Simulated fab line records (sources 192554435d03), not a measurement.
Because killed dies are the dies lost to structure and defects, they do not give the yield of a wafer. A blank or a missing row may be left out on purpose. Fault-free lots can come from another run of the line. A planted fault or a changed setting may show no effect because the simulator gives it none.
fab line records + flow n5Finfet + part 1 of 2: steps 1 to 5 of 8
record:
- lots: 15
- wafers: 45
- lastDay: 20
route steps=1938 shown BEOL_M1@836 BEOL_M2@859 BEOL_M4@1111
lots with no fault: from the same line, run without faults
startH: hours from the record's opening day to when the first of the lot's shown wafers began + waitH: hours since the lot's step before + " unchanged from the row above + L1.1+2: one row covering several wafers at once + - no value present, or no start provided + * or withheld: withheld + < > ~ a bound
route shown NAME@n: NAME is a module with steps in the file, n the number in the route of the first one + usual: mean/standard deviation taken from wafers without a fault + same: alike in all rows + chamber/n: place in a boat + sites: readings site by site + _std_site: standard deviation across them + _edge_site: outer sites' mean less inner sites' + radiusMm: for every site, how far away it sits from the centre of the wafer + mask NAME#n: copy n + behind: tool/chamber where the wafer was last shaped + hold: what put the lot on hold/how long, in hours/how the hold closed + device: the transistor (n, p or np) that didn't switch + end of line: the route-end tests of the same wafers + where a step has no rows: the recipe by itself + killed: at the first sort, the dies lost to defects and structure; wafer yield is something else + map: per-die view of a wafer (x killed, . not killed, _ where there is no die)
set.NAME: the setting that was run; set.NAME@STEP: the one run at that earlier step + model.NAME: the simulator's own value behind a step, which no gauge read
one table for each step of the route and one row for each wafer, over a sample of lots
services: when a tool's chamber went out of use (startH, in hours from the record's first day, below 0 if earlier), for how many hours, and the reason
== steps ==
step: N5_BEOL_M1_CO_CAP_55
recipe:
- material: Co
- targetThkA: 20
- tempC: 200
- precursor: CCTBA/H2
- pressureTorr: 30
- timeS: 102.1
usual:
- heaterPowerW: 243/16
| lot.wafer | tool     | chamber | startH | waitH | heaterPowerW |
|-----------|----------|---------|--------|-------|--------------|
| L656.2    | cvdCo-01 | 0       | 137.93 | 0.0   | 261          |
| L656.4    | "        | 0       | "      | "     | 260          |
| L656.5    | "        | 1       | "      | "     | 215          |
| L657.3    | cvdCo-02 | 0       | 150.22 | 0.0   | 237          |
| L657.4    | "        | 2       | "      | "     | 256          |
| L657.5    | "        | 1       | "      | "     | 236          |
| L658.1    | cvdCo-02 | 0       | 160.03 | 0.0   | 233          |
| L658.5    | "        | 0       | "      | "     | 234          |
| L658.6    | "        | 2       | "      | "     | 256          |
| L659.1    | cvdCo-02 | 2       | 161.85 | 0.0   | 261          |
| L659.4    | "        | 1       | "      | "     | 233          |
| L659.5    | "        | 0       | "      | "     | 233          |
| L660.1    | cvdCo-02 | 1       | 164.83 | 0.0   | 242          |
| L660.2    | "        | 2       | "      | "     | 252          |
| L660.3    | "        | 0       | "      | "     | 240          |
| L661.1    | cvdCo-01 | 1       | 171.10 | 0.0   | 210          |
| L661.2    | "        | 2       | "      | "     | 253          |
| L661.4    | "        | 2       | "      | "     | 253          |
| L663.3    | cvdCo-01 | 0       | 184.66 | 0.0   | 259          |
| L663.5    | "        | 1       | "      | "     | 216          |
| L663.6    | "        | 2       | "      | "     | 248          |
| L669.1    | cvdCo-01 | 1       | 243.89 | 0.0   | 218          |
| L669.3    | "        | 2       | "      | "     | 256          |
| L669.6    | "        | 1       | "      | "     | 213          |
| L670.2    | cvdCo-01 | 2       | 245.58 | 0.0   | 255          |
| L670.3    | "        | 0       | "      | "     | 261          |
| L670.5    | "        | 0       | "      | "     | 260          |
| L671.4    | cvdCo-01 | 1       | 249.11 | 0.0   | 219          |
| L671.5    | "        | 0       | "      | "     | 262          |
| L671.6    | "        | 2       | "      | "     | 260          |
| L672.2    | cvdCo-02 | 0       | 260.56 | 0.0   | 236          |
| L672.4    | "        | 2       | "      | "     | 254          |
| L672.6    | "        | 1       | "      | "     | 236          |
| L674.1    | cvdCo-01 | 2       | 265.47 | 0.0   | 257          |
| L674.2    | "        | 1       | "      | "     | 209          |
| L674.6    | "        | 1       | "      | "     | 213          |
| L675.1    | cvdCo-02 | 1       | 267.92 | 0.0   | 240          |
| L675.2    | "        | 2       | "      | "     | 259          |
| L675.6    | "        | 0       | "      | "     | 240          |
| L677.1    | cvdCo-01 | 2       | 269.81 | 0.0   | 255          |
| L677.2    | "        | 0       | "      | "     | 262          |
| L677.4    | "        | 2       | "      | "     | 256          |
| L678.1    | cvdCo-02 | 1       | 276.49 | 0.0   | 237          |
| L678.2    | "        | 0       | "      | "     | 238          |
| L678.4    | "        | 1       | "      | "     | 238          |
step: N5_BEOL_M1_RS_MEAS_58
recipe:
- thkMeasGauge: four-point-probe
- reads: Co_of_BEOL_M1_CO_CAP_55+Cu_of_BEOL_M1_ECD_50+Co_of_BEOL_M1_CVD_47+TaN_of_BEOL_M1_ALD_84
usual:
- M1_RS: 0.67/0.036
| lot.wafer | tool         | chamber | startH | waitH | M1_RS[ohm/sq] |
|-----------|--------------|---------|--------|-------|---------------|
| L656.2    | filmMetro-02 | -       | 138.11 | 0.1   | 0.66          |
| L656.4    | "            | -       | "      | "     | 0.61          |
| L656.5    | "            | -       | "      | "     | 0.70          |
| L657.3    | filmMetro-01 | -       | 150.40 | 0.1   | 0.71          |
| L657.4    | "            | -       | "      | "     | 0.66          |
| L657.5    | "            | -       | "      | "     | 0.61          |
| L658.1    | filmMetro-02 | -       | 160.21 | 0.0   | 0.67          |
| L658.5    | "            | -       | "      | "     | 0.62          |
| L658.6    | "            | -       | "      | "     | 0.61          |
| L659.1    | filmMetro-01 | -       | 162.04 | 0.0   | 0.65          |
| L659.4    | "            | -       | "      | "     | 0.62          |
| L659.5    | "            | -       | "      | "     | 0.70          |
| L660.1    | filmMetro-02 | -       | 165.01 | 0.0   | 0.67          |
| L660.2    | "            | -       | "      | "     | 0.70          |
| L660.3    | "            | -       | "      | "     | 0.70          |
| L661.1    | filmMetro-01 | -       | 171.31 | 0.1   | 0.67          |
| L661.2    | "            | -       | "      | "     | 0.69          |
| L661.4    | "            | -       | "      | "     | 0.66          |
| L663.3    | filmMetro-01 | -       | 184.85 | 0.1   | 0.69          |
| L663.5    | "            | -       | "      | "     | 0.72          |
| L663.6    | "            | -       | "      | "     | 0.76          |
| L669.1    | filmMetro-01 | -       | 244.07 | 0.0   | 0.66          |
| L669.3    | "            | -       | "      | "     | 0.71          |
| L669.6    | "            | -       | "      | "     | 0.66          |
| L670.2    | filmMetro-02 | -       | 245.77 | 0.1   | 0.75          |
| L670.3    | "            | -       | "      | "     | 0.75          |
| L670.5    | "            | -       | "      | "     | 0.71          |
| L671.4    | filmMetro-02 | -       | 249.28 | 0.0   | 0.61          |
| L671.5    | "            | -       | "      | "     | 0.61          |
| L671.6    | "            | -       | "      | "     | 0.61          |
| L672.2    | filmMetro-02 | -       | 260.74 | 0.1   | 0.69          |
| L672.4    | "            | -       | "      | "     | 0.67          |
| L672.6    | "            | -       | "      | "     | 0.67          |
| L674.1    | filmMetro-02 | -       | 265.66 | 0.0   | 0.67          |
| L674.2    | "            | -       | "      | "     | 0.69          |
| L674.6    | "            | -       | "      | "     | 0.64          |
| L675.1    | filmMetro-01 | -       | 268.11 | 0.0   | 0.70          |
| L675.2    | "            | -       | "      | "     | 0.65          |
| L675.6    | "            | -       | "      | "     | 0.66          |
| L677.1    | filmMetro-02 | -       | 270.00 | 0.0   | 0.65          |
| L677.2    | "            | -       | "      | "     | 0.69          |
| L677.4    | "            | -       | "      | "     | 0.63          |
| L678.1    | filmMetro-02 | -       | 276.67 | 0.0   | 0.68          |
| L678.2    | "            | -       | "      | "     | 0.76          |
| L678.4    | "            | -       | "      | "     | 0.61          |
step: N5_BEOL_M2_ETCH_63
recipe:
- chemistry: CF4
- target: SiARC
- targetDepthA: 156
- maskMaterial: CAR-EUV
- timeS: 26
- ionEnergyEv: 80
- pressureMtorr: 40
- sourceW: 545
- biasW: 36
- Ar_flow_sccm: 100
- cf4FlowSccm: 100
- ends: cleared
usual:
- biasW: 35.98/0.094
- cf4FlowSccm: 99.95/0.29
- drypumpMotorCurrentA: 5.7/0.37
- etchRfOnTimeS: 26.0/0.55
- oesProductAu: 0.69/0.076
- rfVppV: 184.6/1
- showerheadPlenumPTorr: 2.19/0.052
- throttleValvePct: 15.4/0.33
| lot.wafer | tool       | chamber | startH | waitH | biasW | cf4FlowSccm | drypumpMotorCurrentA | etchRfOnTimeS | oesProductAu | rfHoursCounterH | rfVppV | showerheadPlenumPTorr | throttleValvePct |
|-----------|------------|---------|--------|-------|-------|-------------|----------------------|---------------|--------------|-----------------|--------|-----------------------|------------------|
| L656.2    | rieDiel-01 | 2       | 140.46 | 0.0   | 35.98 | 99.93       | 5.9                  | 26.3          | 0.72         | 47              | 186.2  | 2.24                  | 15.2             |
| L656.4    | "          | 0       | "      | "     | 35.82 | 100.44      | 5.9                  | 26.1          | 0.80         | 5               | 183.8  | 2.28                  | 15.1             |
| L656.5    | "          | 2       | "      | "     | 35.91 | 99.96       | 5.9                  | 26.1          | 0.71         | -               | 185.6  | 2.24                  | 15.2             |
| L657.3    | rieDiel-01 | 2       | 152.72 | 0.0   | 36.09 | 100.14      | 5.9                  | 26.3          | 0.71         | 52              | 184.6  | 2.24                  | 15.2             |
| L657.4    | "          | 3       | "      | "     | 36.02 | 99.59       | 5.2                  | 24.5          | 0.77         | 36              | 186.0  | 2.19                  | 15.3             |
| L657.5    | "          | 2       | "      | "     | 35.95 | 100.14      | 5.9                  | 26.3          | 0.70         | -               | 185.1  | 2.24                  | 15.2             |
| L658.1    | rieDiel-01 | 2       | 161.42 | 0.0   | 35.98 | 100.12      | 5.9                  | 26.4          | 0.71         | 55              | 185.8  | 2.24                  | 15.2             |
| L658.5    | "          | 2       | "      | "     | 36.06 | 99.72       | 5.9                  | 26.6          | 0.70         | -               | 185.7  | 2.24                  | 15.2             |
| L658.6    | "          | 0       | "      | "     | 36.12 | 99.94       | 5.9                  | 26.2          | 0.78         | -               | 185.1  | 2.28                  | 15.1             |
| L659.1    | rieDiel-04 | 2       | 164.42 | 0.0   | -     | -           | -                    | -             | -            | -               | -      | -                     | -                |
| L659.4    | "          | 0       | "      | "     | -     | -           | -                    | -             | -            | -               | -      | -                     | -                |
| L659.5    | "          | 1       | "      | "     | -     | -           | -                    | -             | -            | -               | -      | -                     | -                |
| L660.1    | rieDiel-04 | 2       | 167.68 | 0.0   | -     | -           | -                    | -             | -            | -               | -      | -                     | -                |
| L660.2    | "          | 3       | "      | "     | -     | -           | -                    | -             | -            | -               | -      | -                     | -                |
| L660.3    | "          | 0       | "      | "     | -     | -           | -                    | -             | -            | -               | -      | -                     | -                |
| L661.1    | rieDiel-04 | 0       | 172.57 | 0.0   | -     | -           | -                    | -             | -            | -               | -      | -                     | -                |
| L661.2    | "          | 2       | "      | "     | -     | -           | -                    | -             | -            | -               | -      | -                     | -                |
| L661.4    | "          | 0       | "      | "     | -     | -           | -                    | -             | -            | -               | -      | -                     | -                |
| L663.3    | rieDiel-06 | 0       | 185.96 | 0.0   | 35.97 | 99.86       | 5.2                  | 26.2          | 0.83         | 4               | 185.9  | 2.19                  | 15.0             |
| L663.5    | "          | 2       | "      | "     | 36.07 | 99.79       | 5.6                  | 25.8          | 0.58         | -               | 184.3  | 2.19                  | 15.5             |
| L663.6    | "          | 1       | "      | "     | 35.97 | 99.63       | 5.5                  | 26.2          | 0.70         | -               | 185.2  | 2.15                  | 15.6             |
| L669.1    | rieDiel-01 | 3       | 246.11 | 0.0   | 35.98 | 99.78       | 5.2                  | 25.0          | 0.74         | 53              | 184.6  | 2.18                  | 15.4             |
| L669.3    | "          | 0       | "      | "     | 36.18 | 100.00      | 5.9                  | 26.6          | 0.72         | 45              | 186.0  | 2.27                  | 15.1             |
| L669.6    | "          | 3       | "      | "     | 35.92 | 99.62       | 5.3                  | 25.0          | 0.74         | -               | 183.6  | 2.18                  | 15.4             |
| L670.2    | rieDiel-04 | 3       | 247.10 | 0.0   | 35.96 | 99.80       | 5.5                  | 25.9          | 0.74         | 33              | 184.3  | 2.19                  | 15.2             |
| L670.3    | "          | 0       | "      | "     | 35.97 | 100.29      | 6.1                  | 25.9          | 0.76         | 49              | 184.2  | 2.18                  | 15.1             |
| L670.5    | "          | 1       | "      | "     | 36.03 | 100.20      | 6.2                  | 25.7          | 0.62         | -               | 184.2  | 2.20                  | 16.0             |
| L671.4    | rieDiel-01 | 3       | 250.47 | 0.0   | 35.93 | 99.88       | 5.2                  | 24.7          | 0.74         | 55              | 184.9  | 2.18                  | 15.4             |
| L671.5    | "          | 3       | "      | "     | 35.88 | 100.15      | 5.2                  | 25.0          | 0.75         | -               | 184.9  | 2.18                  | 15.4             |
| L671.6    | "          | 0       | "      | "     | 36.01 | 99.87       | 5.9                  | 26.3          | 0.72         | -               | 186.6  | 2.27                  | 15.1             |
| L672.2    | rieDiel-01 | 0       | 262.30 | 0.0   | 36.07 | 100.09      | 5.9                  | 26.0          | 0.72         | 50              | 186.0  | 2.27                  | 15.1             |
| L672.4    | "          | 2       | "      | "     | 35.93 | 100.11      | 5.9                  | 26.6          | 0.67         | 93              | 183.5  | 2.23                  | 15.3             |
| L672.6    | "          | 0       | "      | "     | 36.06 | 100.22      | 5.9                  | 26.2          | 0.73         | -               | 186.9  | 2.27                  | 15.1             |
| L674.1    | rieDiel-04 | 2       | 268.04 | 0.0   | 36.01 | 99.98       | 5.9                  | 26.3          | 0.60         | 231             | 182.9  | 2.11                  | 15.7             |
| L674.2    | "          | 1       | "      | "     | 35.79 | 100.15      | 6.2                  | 25.6          | 0.61         | 227             | 184.8  | 2.20                  | 16.1             |
| L674.6    | "          | 1       | "      | "     | 35.86 | 99.69       | 6.2                  | 25.5          | 0.62         | -               | 183.6  | 2.20                  | 16.1             |
| L675.1    | rieDiel-06 | 2       | 269.49 | 0.0   | 35.91 | 99.75       | 5.6                  | 25.6          | 0.78         | 22              | 184.0  | 2.18                  | 15.1             |
| L675.2    | "          | 0       | "      | "     | 36.06 | 100.33      | 5.2                  | 25.9          | 0.76         | 36              | 184.7  | 2.18                  | 15.0             |
| L675.6    | "          | 2       | "      | "     | 35.95 | 99.62       | 5.6                  | 25.4          | 0.77         | -               | 185.0  | 2.18                  | 15.1             |
| L677.1    | rieDiel-04 | 3       | 270.79 | 0.0   | 35.99 | 99.93       | 5.5                  | 25.6          | 0.73         | 40              | 184.1  | 2.18                  | 15.2             |
| L677.2    | "          | 0       | "      | "     | 35.82 | 99.80       | 6.1                  | 25.5          | 0.75         | 56              | 184.9  | 2.18                  | 15.1             |
| L677.4    | "          | 2       | "      | "     | 36.01 | 99.52       | 5.9                  | 26.3          | 0.59         | 231             | 182.8  | 2.11                  | 15.7             |
| L678.1    | rieDiel-01 | 3       | 277.59 | 0.0   | 35.93 | 100.01      | 5.2                  | 25.0          | 0.72         | 62              | 184.5  | 2.18                  | 15.4             |
| L678.2    | "          | 0       | "      | "     | 35.98 | 100.03      | 5.9                  | 26.3          | 0.72         | 54              | 186.2  | 2.26                  | 15.2             |
| L678.4    | "          | 1       | "      | "     | 35.97 | 99.94       | 5.3                  | 26.3          | 0.60         | 239             | 184.8  | 2.21                  | 15.9             |
step: N5_BEOL_M2_ETCH_64
recipe:
- chemistry: N2/H2
- target: SOC
- targetDepthA: 750
- overetchA: 225
- maskMaterial: SiARC
- tempC: 40
- timeS: 121.9
- ionEnergyEv: 200
- pressureMtorr: 30
- sourceW: 840
- biasW: 150
- n2FlowSccm: 200
- h2FlowSccm: 200
usual:
- biasW: 150.1/0.43
- chamberPressureMTorr: 30.00/0.03
- drypumpMotorCurrentA: 5.7/0.37
- oesProductAu: 0.61/0.064
- rfVppV: 525.6/2.1
- showerheadPlenumPTorr: 2.60/0.072
- tempC: 40.00/0.12
- throttleValvePct: 17.6/0.32
| lot.wafer | tool       | chamber | startH | waitH | biasW | chamberPressureMTorr | drypumpMotorCurrentA | oesProductAu | rfHoursCounterH | rfVppV | showerheadPlenumPTorr | tempC | throttleValvePct |
|-----------|------------|---------|--------|-------|-------|----------------------|----------------------|--------------|-----------------|--------|-----------------------|-------|------------------|
| L656.2    | rieDiel-01 | 2       | 140.49 | 0.0   | 150.7 | 29.99                | 5.9                  | 0.64         | 47              | 528.5  | 2.70                  | 39.80 | 17.5             |
| L656.4    | "          | 0       | "      | "     | 150.9 | 30.02                | 5.9                  | 0.71         | 5               | 527.8  | 2.71                  | 40.04 | 17.2             |
| L656.5    | "          | 2       | "      | "     | 150.7 | 29.98                | 5.9                  | 0.64         | -               | 527.3  | 2.70                  | 39.79 | 17.5             |
| L657.3    | rieDiel-01 | 2       | 152.75 | 0.0   | 150.2 | 30.03                | 5.9                  | 0.63         | 52              | 529.0  | 2.70                  | 39.99 | 17.5             |
| L657.4    | "          | 3       | "      | "     | 149.9 | 29.97                | 5.2                  | 0.66         | 36              | 526.4  | 2.58                  | 40.06 | 17.5             |
| L657.5    | "          | 2       | "      | "     | 150.4 | 30.04                | 5.9                  | 0.64         | -               | 527.4  | 2.70                  | 40.12 | 17.5             |
| L658.1    | rieDiel-01 | 2       | 161.45 | 0.0   | 149.5 | 30.02                | 5.9                  | 0.63         | 55              | 529.2  | 2.70                  | 40.08 | 17.5             |
| L658.5    | "          | 2       | "      | "     | 149.7 | 30.02                | 5.9                  | 0.63         | -               | 528.9  | 2.70                  | 39.95 | 17.5             |
| L658.6    | "          | 0       | "      | "     | 150.1 | 29.92                | 5.9                  | 0.70         | -               | 528.3  | 2.70                  | 40.14 | 17.2             |
| L659.1    | rieDiel-04 | 2       | 164.45 | 0.0   | 150.5 | 29.99                | 5.9                  | 0.27         | 195             | 523.7  | 2.51                  | 39.96 | 17.8             |
| L659.4    | "          | 0       | "      | "     | 149.0 | 29.97                | 6.1                  | 0.35         | 21              | 524.5  | 2.60                  | 39.94 | 17.3             |
| L659.5    | "          | 1       | "      | "     | 149.9 | 29.94                | 6.2                  | 0.27         | -               | 527.7  | 2.63                  | 39.94 | 18.1             |
| L660.1    | rieDiel-04 | 2       | 167.71 | 0.0   | 150.7 | 29.98                | 5.9                  | 0.28         | 196             | 523.6  | 2.51                  | 40.05 | 17.8             |
| L660.2    | "          | 3       | "      | "     | 150.9 | 30.04                | 5.5                  | 0.35         | 5               | 525.4  | 2.58                  | 40.07 | 17.2             |
| L660.3    | "          | 0       | "      | "     | 150.0 | 29.95                | 6.1                  | 0.35         | 22              | 526.1  | 2.60                  | 40.06 | 17.3             |
| L661.1    | rieDiel-04 | 0       | 172.60 | 0.0   | 149.9 | 29.97                | 6.1                  | 0.35         | 24              | 526.0  | 2.59                  | 40.06 | 17.3             |
| L661.2    | "          | 2       | "      | "     | 149.9 | 30.00                | 5.9                  | 0.27         | 198             | 522.7  | 2.51                  | 40.17 | 17.8             |
| L661.4    | "          | 0       | "      | "     | 149.6 | 30.02                | 6.1                  | 0.34         | -               | 526.0  | 2.59                  | 40.00 | 17.3             |
| L663.3    | rieDiel-06 | 0       | 185.99 | 0.0   | 150.1 | 30.02                | 5.2                  | 0.73         | 4               | 526.0  | 2.58                  | 40.08 | 17.0             |
| L663.5    | "          | 2       | "      | "     | 149.8 | 30.01                | 5.6                  | 0.52         | -               | 524.8  | 2.62                  | 39.84 | 17.8             |
| L663.6    | "          | 1       | "      | "     | 150.2 | 29.94                | 5.6                  | 0.62         | -               | 524.8  | 2.56                  | 40.09 | 17.8             |
| L669.1    | rieDiel-01 | 3       | 246.13 | 0.0   | 150.2 | 29.94                | 5.3                  | 0.64         | 53              | 525.1  | 2.57                  | 39.96 | 17.5             |
| L669.3    | "          | 0       | "      | "     | 149.5 | 29.97                | 5.9                  | 0.65         | 45              | 528.5  | 2.69                  | 40.22 | 17.3             |
| L669.6    | "          | 3       | "      | "     | 150.5 | 29.97                | 5.3                  | 0.65         | -               | 525.6  | 2.57                  | 40.08 | 17.5             |
| L670.2    | rieDiel-04 | 3       | 247.13 | 0.0   | 149.6 | 30.05                | 5.5                  | 0.65         | 33              | 525.9  | 2.57                  | 39.89 | 17.2             |
| L670.3    | "          | 0       | "      | "     | 150.2 | 29.99                | 6.1                  | 0.68         | 49              | 527.0  | 2.58                  | 39.98 | 17.4             |
| L670.5    | "          | 1       | "      | "     | 150.1 | 29.98                | 6.2                  | 0.54         | -               | 527.2  | 2.62                  | 40.00 | 18.1             |
| L671.4    | rieDiel-01 | 3       | 250.49 | 0.0   | 150.6 | 29.97                | 5.2                  | 0.64         | 55              | 524.7  | 2.57                  | 40.04 | 17.5             |
| L671.5    | "          | 3       | "      | "     | 150.1 | 30.02                | 5.3                  | 0.64         | -               | 526.9  | 2.57                  | 40.18 | 17.5             |
| L671.6    | "          | 0       | "      | "     | 149.0 | 29.96                | 5.9                  | 0.65         | -               | 529.4  | 2.69                  | 40.03 | 17.3             |
| L672.2    | rieDiel-01 | 0       | 262.33 | 0.0   | 150.3 | 30.01                | 5.9                  | 0.64         | 50              | 527.3  | 2.69                  | 39.96 | 17.3             |
| L672.4    | "          | 2       | "      | "     | 149.4 | 30.01                | 5.9                  | 0.60         | 93              | 528.6  | 2.68                  | 39.92 | 17.6             |
| L672.6    | "          | 0       | "      | "     | 150.4 | 29.98                | 5.9                  | 0.65         | -               | 526.8  | 2.69                  | 39.74 | 17.3             |
| L674.1    | rieDiel-04 | 2       | 268.07 | 0.0   | 149.6 | 29.99                | 5.9                  | 0.53         | 231             | 522.9  | 2.49                  | 39.97 | 18.0             |
| L674.2    | "          | 1       | "      | "     | 150.3 | 29.94                | 6.2                  | 0.54         | 227             | 526.2  | 2.62                  | 40.00 | 18.2             |
| L674.6    | "          | 1       | "      | "     | 150.4 | 29.97                | 6.2                  | 0.54         | -               | 526.9  | 2.62                  | 40.12 | 18.2             |
| L675.1    | rieDiel-06 | 2       | 269.52 | 0.0   | 149.4 | 30.03                | 5.6                  | 0.69         | 22              | 525.4  | 2.60                  | 39.95 | 17.4             |
| L675.2    | "          | 0       | "      | "     | 149.9 | 30.01                | 5.2                  | 0.67         | 36              | 524.0  | 2.57                  | 40.03 | 17.0             |
| L675.6    | "          | 2       | "      | "     | 149.8 | 30.03                | 5.6                  | 0.69         | -               | 525.2  | 2.60                  | 39.81 | 17.4             |
| L677.1    | rieDiel-04 | 3       | 270.82 | 0.0   | 149.6 | 30.02                | 5.5                  | 0.65         | 40              | 526.0  | 2.57                  | 39.96 | 17.3             |
| L677.2    | "          | 0       | "      | "     | 150.6 | 30.01                | 6.1                  | 0.67         | 56              | 523.9  | 2.58                  | 40.05 | 17.4             |
| L677.4    | "          | 2       | "      | "     | 150.2 | 30.00                | 6.0                  | 0.53         | 231             | 523.1  | 2.49                  | 40.19 | 17.9             |
| L678.1    | rieDiel-01 | 3       | 277.62 | 0.0   | 150.4 | 30.00                | 5.2                  | 0.64         | 62              | 525.4  | 2.57                  | 39.96 | 17.5             |
| L678.2    | "          | 0       | "      | "     | 150.8 | 30.02                | 5.9                  | 0.64         | 54              | 528.4  | 2.69                  | 40.00 | 17.3             |
| L678.4    | "          | 1       | "      | "     | 149.8 | 30.01                | 5.3                  | 0.53         | 239             | 527.8  | 2.60                  | 40.14 | 18.0             |
step: N5_BEOL_M2_HM_OPEN_17
recipe:
- chemistry: Cl2/BCl3
- targetDepthA: 200
- overetchA: 60
- target: TiN
- maskMaterial: SOC
- ionEnergyEv: 150
- pressureMtorr: 10
- icpW: 1000
- biasW: 126
- Cl2_flow_sccm: 53.25
- bcl3FlowSccm: 21.75
- Ar_flow_sccm: 25
usual:
- drypumpMotorCurrentA: 5.7/0.57
- heBacksideLeakSccm: 3.6/0.32
- oesProductAu: 0.69/0.057
- throttleValvePct: 22.03/0.16
| lot.wafer | tool        | chamber | startH | waitH | drypumpMotorCurrentA | heBacksideLeakSccm | oesProductAu | rfHoursCounterH | throttleValvePct |
|-----------|-------------|---------|--------|-------|----------------------|--------------------|--------------|-----------------|------------------|
| L656.2    | rieMetal-02 | 1       | 140.70 | 0.1   | 5.5                  | 3.4                | 0.60         | -               | 22.42            |
| L656.4    | "           | 1       | "      | "     | 5.5                  | 3.3                | 0.61         | -               | 22.42            |
| L656.5    | "           | 1       | "      | "     | 5.5                  | 3.4                | 0.61         | -               | 22.43            |
| L657.3    | rieMetal-01 | 0       | 152.95 | 0.1   | 5.5                  | 4.8                | 0.67         | -               | 22.09            |
| L657.4    | "           | 1       | "      | "     | 5.0                  | 3.3                | 0.68         | -               | 21.97            |
| L657.5    | "           | 0       | "      | "     | 5.5                  | 3.5                | 0.67         | -               | 22.11            |
| L658.1    | rieMetal-03 | 1       | 161.63 | 0.0   | 6.7                  | 3.6                | 0.72         | 30              | 21.98            |
| L658.5    | "           | 0       | "      | "     | 5.7                  | 3.4                | 0.79         | -               | 21.85            |
| L658.6    | "           | 1       | "      | "     | 6.7                  | 3.4                | 0.71         | -               | 21.96            |
| L659.1    | rieMetal-01 | 1       | 164.63 | 0.0   | 5.0                  | 3.4                | 0.29         | 38              | 22.61            |
| L659.4    | "           | 0       | "      | "     | 5.6                  | 3.4                | 0.29         | -               | 22.75            |
| L659.5    | "           | 1       | "      | "     | 5.0                  | 3.3                | 0.30         | -               | 22.61            |
| L660.1    | rieMetal-01 | 1       | 167.88 | 0.0   | 5.0                  | 3.7                | 0.29         | 39              | 22.61            |
| L660.2    | "           | 0       | "      | "     | 5.5                  | 3.5                | 0.30         | 34              | 22.74            |
| L660.3    | "           | 0       | "      | "     | 5.5                  | 3.5                | 0.29         | -               | 22.75            |
| L661.1    | rieMetal-02 | 0       | 172.77 | 0.0   | 6.6                  | 3.5                | 0.36         | 3               | 22.56            |
| L661.2    | "           | 1       | "      | "     | 5.5                  | 3.5                | 0.27         | 67              | 23.05            |
| L661.4    | "           | 1       | "      | "     | 5.6                  | 3.6                | 0.26         | -               | 23.07            |
| L663.3    | rieMetal-03 | 0       | 186.19 | 0.1   | 5.8                  | 3.6                | 0.77         | -               | 21.86            |
| L663.5    | "           | 0       | "      | "     | 5.8                  | 4.6                | 0.78         | -               | 21.86            |
| L663.6    | "           | 1       | "      | "     | 6.7                  | 3.8                | 0.70         | -               | 21.99            |
| L669.1    | rieMetal-03 | 0       | 246.31 | 0.0   | 5.7                  | 3.4                | 0.76         | 15              | 21.87            |
| L669.3    | "           | 0       | "      | "     | 5.7                  | 3.3                | 0.76         | -               | 21.86            |
| L669.6    | "           | 1       | "      | "     | 6.7                  | 3.8                | 0.69         | -               | 21.98            |
| L670.2    | rieMetal-03 | 0       | 247.30 | 0.0   | 5.7                  | 3.3                | 0.76         | 15              | 21.87            |
| L670.3    | "           | 0       | "      | "     | 5.7                  | 3.6                | 0.77         | -               | 21.86            |
| L670.5    | "           | 1       | "      | "     | 6.7                  | 3.9                | 0.69         | -               | 21.97            |
| L671.4    | rieMetal-01 | 1       | 250.70 | 0.1   | 5.0                  | 3.3                | 0.65         | -               | 22.01            |
| L671.5    | "           | 0       | "      | "     | 5.6                  | 3.6                | 0.65         | -               | 22.12            |
| L671.6    | "           | 1       | "      | "     | 5.0                  | 3.5                | 0.65         | -               | 22.00            |
| L672.2    | rieMetal-01 | 0       | 262.50 | 0.0   | 5.6                  | 3.6                | 0.65         | 44              | 22.13            |
| L672.4    | "           | 1       | "      | "     | 5.0                  | 3.8                | 0.64         | -               | 22.02            |
| L672.6    | "           | 1       | "      | "     | 5.0                  | 3.8                | 0.64         | -               | 22.00            |
| L674.1    | rieMetal-01 | 1       | 268.24 | 0.0   | 5.0                  | 3.8                | 0.65         | 50              | 21.99            |
| L674.2    | "           | 0       | "      | "     | 5.6                  | 3.4                | 0.65         | 45              | 22.11            |
| L674.6    | "           | 0       | "      | "     | 5.6                  | 3.5                | 0.65         | -               | 22.11            |
| L675.1    | rieMetal-01 | 0       | 269.69 | 0.0   | 5.5                  | 3.5                | 0.65         | 45              | 22.13            |
| L675.2    | "           | 1       | "      | "     | 5.0                  | 3.5                | 0.65         | 50              | 21.98            |
| L675.6    | "           | 1       | "      | "     | 5.0                  | 3.6                | 0.66         | -               | 21.99            |
| L677.1    | rieMetal-02 | 0       | 270.99 | 0.0   | 6.5                  | 3.7                | 0.77         | 13              | 21.94            |
| L677.2    | "           | 0       | "      | "     | 6.5                  | 3.7                | 0.76         | -               | 21.93            |
| L677.4    | "           | 0       | "      | "     | 6.6                  | 3.6                | 0.76         | -               | 21.96            |
| L678.1    | rieMetal-02 | 0       | 277.79 | 0.0   | 6.5                  | 3.6                | 0.77         | 13              | 21.92            |
| L678.2    | "           | 1       | "      | "     | 5.6                  | 3.5                | 0.59         | 76              | 22.42            |
| L678.4    | "           | 1       | "      | "     | 5.5                  | 3.4                | 0.59         | -               | 22.43            |
== key ==
firstSign:
- step: N5_BEOL_M2_ETCH_63
- reading: toolRecord
- direction: missing
effect:
- step: N5_BEOL_M2_ETCH_64
- reading: oesProductAu
- direction: down
- sigmas: 4.7
- usual: 0.61
- struck: 0.31
effect:
- step: N5_BEOL_M2_HM_OPEN_17
- reading: oesProductAu
- direction: down
- sigmas: 6.9
- usual: 0.69
- struck: 0.29
effect:
- step: N5_BEOL_M2_CD_MEAS_18
- reading: cdNm
- direction: missing
metAt N5_BEOL_M2_ETCH_63
struckLots L659,L660,L661
laterRowsLeftOut L659.1,L659.4,L659.5,L660.1,L660.2,L660.3,L661.1,L661.2,L661.4
sortLeftOut L659.1,L659.4,L659.5,L660.1,L660.2,L660.3,L661.1,L661.2,L661.4
notActingAt N5_BEOL_M1_CO_CAP_55,N5_BEOL_M1_RS_MEAS_58,N5_BEOL_M2_STRIP_19
fault:
- kind: skippedStepWhole
- tool: rieDiel-04
- chamber: -
- onsetH: 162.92
- steps: N5_BEOL_M2_ETCH_63
- scope: struckLotsOnly
sortLeftOut: the simulated sort isn't trusted on such a fault, so these wafers' sort isn't shown, and their yield isn't known
laterRowsLeftOut: the simulator's readings of these wafers behind a module that went badly wrong aren't trusted and aren't shown, but for the sort
